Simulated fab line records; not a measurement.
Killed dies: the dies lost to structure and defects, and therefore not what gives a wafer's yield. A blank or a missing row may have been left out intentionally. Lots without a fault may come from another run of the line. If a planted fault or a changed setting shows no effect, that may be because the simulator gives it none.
Lot-split experiment :: flow n5_finfet :: on a route of 1938 steps: 7 lots, 21 wafers read

== THE SPLIT ITSELF ==
At N5_DUMMY_GATE_HM_DEP_06 (deposits SiNx from DCS/NH3, target thk 80 nm, time 5141 s), the setting time_s was moved away from the recipe's 5141 s on 12 of the 21 wafers read, by -3.8% to +13.1%. For the rest of the wafers, this setting stayed at what the recipe calls for.

The reading is taken at the split's own step.

== THE READING ==
SiNx_of_DUMMY_GATE_HM_DEP_06.thk_nm (the simulator's own value, which no gauge read), in nm, at N5_DUMMY_GATE_HM_DEP_06 (deposits SiNx from DCS/NH3, target thk 80 nm, time 5141 s). The file gives no usual value for it. Average 80.4 nm, standard deviation 0.68 nm, over the 9 wafers here run with the recipe.

wafer: L081.2
tool, chamber at the split: -, -
time_s as run, s: 5424
against the recipe: +5.5%
SiNx_of_DUMMY_GATE_HM_DEP_06.thk_nm, nm: 85.8
against lot-mates on the recipe: no lot-mate on the recipe

wafer: L081.4
tool, chamber at the split: -, -
time_s as run, s: 5424
against the recipe: +5.5%
SiNx_of_DUMMY_GATE_HM_DEP_06.thk_nm, nm: 85.6
against lot-mates on the recipe: no lot-mate on the recipe

wafer: L081.5
tool, chamber at the split: -, -
time_s as run, s: 5424
against the recipe: +5.5%
SiNx_of_DUMMY_GATE_HM_DEP_06.thk_nm, nm: 85.4
against lot-mates on the recipe: no lot-mate on the recipe

wafer: L082.2
tool, chamber at the split: lpcvd-02, 1/95
time_s as run, s: 5141
against the recipe: recipe
SiNx_of_DUMMY_GATE_HM_DEP_06.thk_nm, nm: 81.4
against lot-mates on the recipe: -

wafer: L082.3
tool, chamber at the split: lpcvd-02, 1/100,1/109
time_s as run, s: 5141
against the recipe: recipe
SiNx_of_DUMMY_GATE_HM_DEP_06.thk_nm, nm: 81
against lot-mates on the recipe: -

wafer: L082.5
tool, chamber at the split: lpcvd-02, 1/100,1/109
time_s as run, s: 5141
against the recipe: recipe
SiNx_of_DUMMY_GATE_HM_DEP_06.thk_nm, nm: 81
against lot-mates on the recipe: -

wafer: L083.2
tool, chamber at the split: -, -
time_s as run, s: 5660
against the recipe: +10.1%
SiNx_of_DUMMY_GATE_HM_DEP_06.thk_nm, nm: 88.6
against lot-mates on the recipe: no lot-mate on the recipe

wafer: L083.6
tool, chamber at the split: -, -
time_s as run, s: 5660
against the recipe: +10.1%
SiNx_of_DUMMY_GATE_HM_DEP_06.thk_nm, nm: 88.6
against lot-mates on the recipe: no lot-mate on the recipe

wafer: L083.3
tool, chamber at the split: -, -
time_s as run, s: 5660
against the recipe: +10.1%
SiNx_of_DUMMY_GATE_HM_DEP_06.thk_nm, nm: 88.4
against lot-mates on the recipe: no lot-mate on the recipe

wafer: L086.1
tool, chamber at the split: -, -
time_s as run, s: 4945
against the recipe: -3.8%
SiNx_of_DUMMY_GATE_HM_DEP_06.thk_nm, nm: 76
against lot-mates on the recipe: no lot-mate on the recipe

wafer: L086.3
tool, chamber at the split: -, -
time_s as run, s: 4945
against the recipe: -3.8%
SiNx_of_DUMMY_GATE_HM_DEP_06.thk_nm, nm: 76.6
against lot-mates on the recipe: no lot-mate on the recipe

wafer: L086.5
tool, chamber at the split: -, -
time_s as run, s: 4945
against the recipe: -3.8%
SiNx_of_DUMMY_GATE_HM_DEP_06.thk_nm, nm: 75.8
against lot-mates on the recipe: no lot-mate on the recipe

wafer: L087.1
tool, chamber at the split: -, -
time_s as run, s: 5141
against the recipe: recipe
SiNx_of_DUMMY_GATE_HM_DEP_06.thk_nm, nm: 80.8
against lot-mates on the recipe: -

wafer: L087.4
tool, chamber at the split: -, -
time_s as run, s: 5141
against the recipe: recipe
SiNx_of_DUMMY_GATE_HM_DEP_06.thk_nm, nm: 80.4
against lot-mates on the recipe: -

wafer: L087.5
tool, chamber at the split: -, -
time_s as run, s: 5141
against the recipe: recipe
SiNx_of_DUMMY_GATE_HM_DEP_06.thk_nm, nm: 80.6
against lot-mates on the recipe: -

wafer: L092.1
tool, chamber at the split: -, -
time_s as run, s: 5141
against the recipe: recipe
SiNx_of_DUMMY_GATE_HM_DEP_06.thk_nm, nm: 79.4
against lot-mates on the recipe: -

wafer: L092.2
tool, chamber at the split: -, -
time_s as run, s: 5141
against the recipe: recipe
SiNx_of_DUMMY_GATE_HM_DEP_06.thk_nm, nm: 79.6
against lot-mates on the recipe: -

wafer: L092.5
tool, chamber at the split: -, -
time_s as run, s: 5141
against the recipe: recipe
SiNx_of_DUMMY_GATE_HM_DEP_06.thk_nm, nm: 79.6
against lot-mates on the recipe: -

wafer: L096.1
tool, chamber at the split: -, -
time_s as run, s: 5813
against the recipe: +13.1%
SiNx_of_DUMMY_GATE_HM_DEP_06.thk_nm, nm: 90.4
against lot-mates on the recipe: no lot-mate on the recipe

wafer: L096.2
tool, chamber at the split: -, -
time_s as run, s: 5813
against the recipe: +13.1%
SiNx_of_DUMMY_GATE_HM_DEP_06.thk_nm, nm: 91
against lot-mates on the recipe: no lot-mate on the recipe

wafer: L096.3
tool, chamber at the split: -, -
time_s as run, s: 5813
against the recipe: +13.1%
SiNx_of_DUMMY_GATE_HM_DEP_06.thk_nm, nm: 89.8
against lot-mates on the recipe: no lot-mate on the recipe
If several chambers appear in one row, that row covers several wafers at once and the file leaves open which wafer was in which chamber.

THE FIT
A straight line over all 21 wafers: SiNx_of_DUMMY_GATE_HM_DEP_06.thk_nm changes by +0.827 nm for each +1% of time_s; r = +0.99; the points scatter about the line by 0.78 nm.
Too few moved wafers have a lot-mate on the recipe to fit a line with each lot's own level taken away.

== FILE'S OWN FIT ==
SiNx_of_DUMMY_GATE_HM_DEP_06.thk_nm changes by +0.827 nm for each +1% of time_s, r = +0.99.
